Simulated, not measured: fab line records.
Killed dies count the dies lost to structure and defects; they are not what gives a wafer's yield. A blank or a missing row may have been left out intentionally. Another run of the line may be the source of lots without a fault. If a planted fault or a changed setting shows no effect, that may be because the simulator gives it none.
Lot-split experiment    flow n5Finfet    on a route of 1938 steps: 7 lots, 39 wafers read

ABOUT THE SPLIT
At N5_MOL_CONTACT_COAG_ETCH_124 (etches SiNx in CH3F/O2, stops on SiOC, target depth 6.5 nm), the setting targetDepthA was moved away from the recipe's 65 angstrom on 18 of the 39 wafers read, by -29.2% to +59.2%. For the rest of the wafers, this setting stayed at what the recipe calls for.

There is no step in the file separating the split from the reading.

THE READING
SOC_of_MOL_CONTACT_COAG_COAT_62.thkNm (the simulator's own value, which no gauge read), in nm, at N5_MOL_CONTACT_COAG_ETCH_48 (etches SiOC in C4F6/O2, target depth 15 nm, overetch 4.5 nm, time 17 s). There is no usual value for it anywhere in the file. Average 45.8 nm, standard deviation 0.35 nm, over the 21 wafers here run with the recipe.

wafer   tool, chamber at the split  targetDepthA as run, angstrom  against the recipe  SOC_of_MOL_CONTACT_COAG_COAT_62.thkNm, nm  against lot-mates on the recipe
L078.1  rieDiel-01, 3               65                             recipe              45.4                                       -
L078.2  rieDiel-01, 0               65                             recipe              45.6                                       -
L078.3  rieDiel-01, 2               51.38                          -21.0%              46.4                                       +0.8
L078.4  rieDiel-01, 1               51.38                          -21.0%              46.8                                       +1.2
L078.5  rieDiel-01, 2               65                             recipe              45.8                                       -
L078.6  rieDiel-01, 3               51.38                          -21.0%              46                                         +0.4
L079.1  rieDiel-01, 2               89.4                           +37.5%              44.8                                       -1.1
L079.2  rieDiel-01, 1               89.4                           +37.5%              45                                         -0.9
L079.3  rieDiel-01, 0               65                             recipe              45.6                                       -
L079.4  rieDiel-01, 0               89.4                           +37.5%              44.6                                       -1.3
L079.5  rieDiel-01, 2               65                             recipe              45.8                                       -
L079.6  rieDiel-01, 1               65                             recipe              46.4                                       -
L083.1  rieDiel-03, 3               54.89                          -15.6%              46.2                                       +0.8
L083.3  rieDiel-03, 0               54.89                          -15.6%              46.2                                       +0.8
L083.4  rieDiel-03, 3               54.89                          -15.6%              46.2                                       +0.8
L083.2  rieDiel-03, 1               65                             recipe              45.2                                       -
L083.5  rieDiel-03, 1               65                             recipe              45.2                                       -
L083.6  rieDiel-03, 0               65                             recipe              45.8                                       -
L085.1  rieDiel-06, 3               65                             recipe              46.4                                       -
L085.6  rieDiel-06, 3               65                             recipe              46.4                                       -
L085.2  rieDiel-06, 2               103.5                          +59.2%              43.6                                       -2.6
L085.5  rieDiel-06, 2               103.5                          +59.2%              43.6                                       -2.6
L085.3  rieDiel-06, 0               103.5                          +59.2%              44                                         -2.2
L085.4  rieDiel-06, 1               65                             recipe              45.8                                       -
L088.1  rieDiel-03, 1               46.05                          -29.2%              46                                         +0.2
L088.5  rieDiel-03, 1               46.05                          -29.2%              46                                         +0.2
L088.2  rieDiel-03, 0               46.05                          -29.2%              46.6                                       +0.8
L088.3  rieDiel-03, 3               65                             recipe              45.8                                       -
L088.4  rieDiel-03, 0               65                             recipe              45.8                                       -
L088.6  rieDiel-03, 3               65                             recipe              45.8                                       -
L092.1  rieDiel-03, 3               54.93                          -15.5%              46.2                                       +0.7
L092.5  rieDiel-03, 3               54.93                          -15.5%              46.2                                       +0.7
L092.2  rieDiel-03, 0               65                             recipe              45.6                                       -
L092.4  rieDiel-03, 0               65                             recipe              45.6                                       -
L092.3  rieDiel-03, 1               54.93                          -15.5%              45.8                                       +0.3
L092.6  rieDiel-03, 1               65                             recipe              45.2                                       -
L096.2  rieDiel-01, 1               65                             recipe              46.2                                       -
L096.4  rieDiel-01, 0               65                             recipe              45.8                                       -
L096.6  rieDiel-01, 0               65                             recipe              45.8                                       -

FIT RESULTS
A straight line over all 39 wafers: SOC_of_MOL_CONTACT_COAG_COAT_62.thkNm changes by -0.0289 nm for each +1% of targetDepthA; r = -0.89; the points scatter about the line by 0.34 nm.
The same after taking each lot's own level away (the mean of its wafers on the recipe; 39 wafers): -0.0356 nm for each +1%; r = -0.93; scatter 0.32 nm.
According to that fit, moving targetDepthA by its largest amount changes the reading by 2.1 nm.
Across the lots, their own levels run from 45.40 to 46.20 nm, a range of 2.3 times the standard deviation given above.
So the lot-to-lot level changes the slope: the two fits differ.
Check: with one of the wafers moved furthest among these (+59.2%) left out of the fit, the line predicts -2.03 nm for it against its lot-mates. It came out at -2.6 nm against them.

OTHER SPLITS APPLIED TO THESE WAFERS
Other splits were also applied to these wafers ahead of the reading. Each is held against what the fit with the lots' levels taken away leaves over:
other split on the same wafers     wafers away from the commonest value  r with SOC_of_MOL_CONTACT_COAG_COAT_62.thkNm (lot level and that fit taken away)
N5_FIN_SAQP_PECVD_06 timeS         9                                     +0.23
N5_HKMG_FIN_PWFM_ALD_03 aldCycles  15                                    -0.09
N5_GATE_CUT_ETCH_56 targetDepthA   12                                    +0.02

THE WHOLE CHAIN: every reading that the file lists as answering this split, in the file's order
step                          what it does                                                            reading                                                                                 change (the file's fit)                 r (the file's)
N5_MOL_CONTACT_COAG_ETCH_124  etches SiNx in CH3F/O2, stops on SiOC, target depth 6.5 nm              SOC_of_MOL_CONTACT_COAG_COAT_62.thkNm (the simulator's own value, which no gauge read)  -0.0343 nm for each +1% of the setting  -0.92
N5_MOL_CONTACT_COAG_ETCH_48   etches SiOC in C4F6/O2, target depth 15 nm, overetch 4.5 nm, time 17 s  SOC_of_MOL_CONTACT_COAG_COAT_62.thkNm (the simulator's own value, which no gauge read)  -0.0357 nm for each +1% of the setting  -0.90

FILE'S OWN FIT
SOC_of_MOL_CONTACT_COAG_COAT_62.thkNm changes by -0.0357 nm for each +1% of targetDepthA, r = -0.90.
